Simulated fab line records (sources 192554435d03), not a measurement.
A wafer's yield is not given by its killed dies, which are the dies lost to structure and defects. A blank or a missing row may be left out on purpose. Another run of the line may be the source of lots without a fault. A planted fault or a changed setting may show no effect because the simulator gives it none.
A struck lot beside a sound one / flow n5 finfet / 16 steps out of a route of 1938
Sound: these wafers, L358.4, L358.5, L358.6. Struck: wafers L375.3, L375.5 (left out: L375.2, a lot-mate that was not struck); the cause follows at the end.
Order at every step that has rows: each side's tool, ch and its chambers, its first start. Under that, the readings that differ: sound wafers / struck wafers / difference of the means / sigmas: that difference in standard deviations of wafers without a fault.
alike: readings whose means differ by less than 2 such deviations, and words and numbers that are the same on both sides. not compared: withheld readings, readings that some wafer has no value for, bounds like >300 that may hide the same value, and numbers for which the record gives no deviation and whose values overlap.
A row with sigmas, a row that says differs or no value, or rows on one side alone: a step with any of these is where the two part. When numbers do not overlap yet have no deviation, they are printed without sigmas and do not part them. Lack of a reading on every wafer of one side parts them only where that side has two or more wafers.

first, 2 steps without rows for these wafers: N5_FIN_SAQP_SPACER1_ETCHBACK_25 (etches SiO2 in CHF3/O2, target depth 24.4 nm, time 12.2 s); N5_FIN_SAQP_MANDREL1_REMOVE_56 (chemistry HBr/Cl2/O2, target a-Si, stops on SiNx, bt time 10 s).
N5_FIN_SAQP_CD_MEAS_27: target cd 20 nm.
  sound on cd sem-03 ch 0, day 2 23:54; struck on cd sem-02 ch 0, day 7 06:29
  alike: cd nm
then, 2 steps without rows for these wafers: N5_FIN_SAQP_ETCH_57 (etches SiNx in CH3F/O2, target depth 32.5 nm, time 46.4 s); N5_FIN_SAQP_ETCH_65 (etches SiO2 in CF4, target depth 4 nm, time 4.4 s).
N5_FIN_SAQP_MANDREL_ETCH_58: etches a-Si in HBr/Cl2, stops on SiNx, target depth 45 nm, bt time 10 s, time 27 s.
  sound on rie si-01 ch 0,1, day 3 00:05; struck on rie si-01 ch 0,2, day 7 06:41
  alike: drypump motor current A, oes product au, throttle valve pct
  not compared: rf hours counter h
N5_FIN_SAQP_RECESS_63: chemistry HF/NH3, target SiO2, target depth 18 nm, afs cycles 3, sublimation time 60 s.
  sound on vapor etch-01 ch 0,1, day 3 00:21; struck on vapor etch-02 ch 0,1, day 7 06:46
  alike: drypump motor current A
then, 2 steps without rows for these wafers: N5_FIN_SAQP_COAT_68 (time 60 s, resist thk 100 nm); N5_FIN_SAQP_ETCH_69 (etches SOC in N2/H2, stops on SiNx, target depth 150 nm).
N5_FIN_SAQP_ETCH_67: etches SiNx in CH3F/O2, target depth 30 nm.
  sound on rie diel-06 ch 0,1, day 3 00:52; struck on rie diel-04 ch 0,3, day 7 07:16
  alike: drypump motor current A, mfc ar sccm, oes_f_703_au, oes product au, rf vpp V, showerhead plenum p Torr, throttle valve pct
  not compared: rf hours counter h
N5_FIN_SAQP_STRIP_70: strips in N2/H2.
  sound on rie diel-06 ch 0,1, day 3 00:55; struck on rie diel-04 ch 0,3, day 7 07:19
  alike: drypump motor current A, oes product au, rf vpp V, showerhead plenum p Torr, throttle valve pct
  not compared: rf hours counter h
N5_FIN_SAQP_RECESS_71: chemistry HF/NH3, target SiO2, target depth 3 nm, afs cycles 1, sublimation time 60 s.
  sound on vapor etch-02 ch 0,1, day 3 01:01; struck on vapor etch-01 ch 1, day 7 07:22
reading=drypump motor current A (A); sound=5.78 5.96 5.75; struck=6.15 6.12; difference=+0.30; sigmas=+2
N5_FIN_SAQP_SPACER2_ALD_28: deposits SiO2, target thk 8.1 nm, pulse time 1 s, purge time 2 s.
  sound on ald sin-01 ch 0,1,2, day 3 01:07; struck on ald sin-03 ch 2, day 7 07:40
reading=heater power w (W); sound=430 490 493; struck=570 579; difference=+104; sigmas=+3
reading=susceptor temp C (C); sound=300.29 300.08 299.79; struck=310.43 310.11; difference=+10.22; sigmas=+51
  alike: precursor pulse height rel
then, 1 step without rows for these wafers: N5_FIN_SAQP_SPACER2_ETCHBACK_29 (etches SiO2 in CHF3/O2, target depth 12.2 nm, time 6.1 s).
-- here the record skips 6 days between the struck wafers' starts before and after, leaving off in module FIN_SAQP and picking up in module BEOL_M4 (first step shown: number 1111 of the route) --
N5_BEOL_M4_RC_MEAS_101:
  sound on prober-02 ch 0, day 9 01:14; struck on prober-02 ch 0, day 13 02:27
  alike: DIBL_N, DIBL_P, IOFF_N, IOFF_P, ION_N, ION_P, SS_N, SS_P, VT_N, VT_P
next, for these wafers, 1 step has no rows: N5_PASSIVATION_PROBE_49.

## WHERE THEY PART
First at N5_FIN_SAQP_RECESS_71; last, within this record, at N5_FIN_SAQP_SPACER2_ALD_28. Later steps at which nothing parts them and some readings are alike: N5_BEOL_M4_RC_MEAS_101.

WHY: what the simulator had put in
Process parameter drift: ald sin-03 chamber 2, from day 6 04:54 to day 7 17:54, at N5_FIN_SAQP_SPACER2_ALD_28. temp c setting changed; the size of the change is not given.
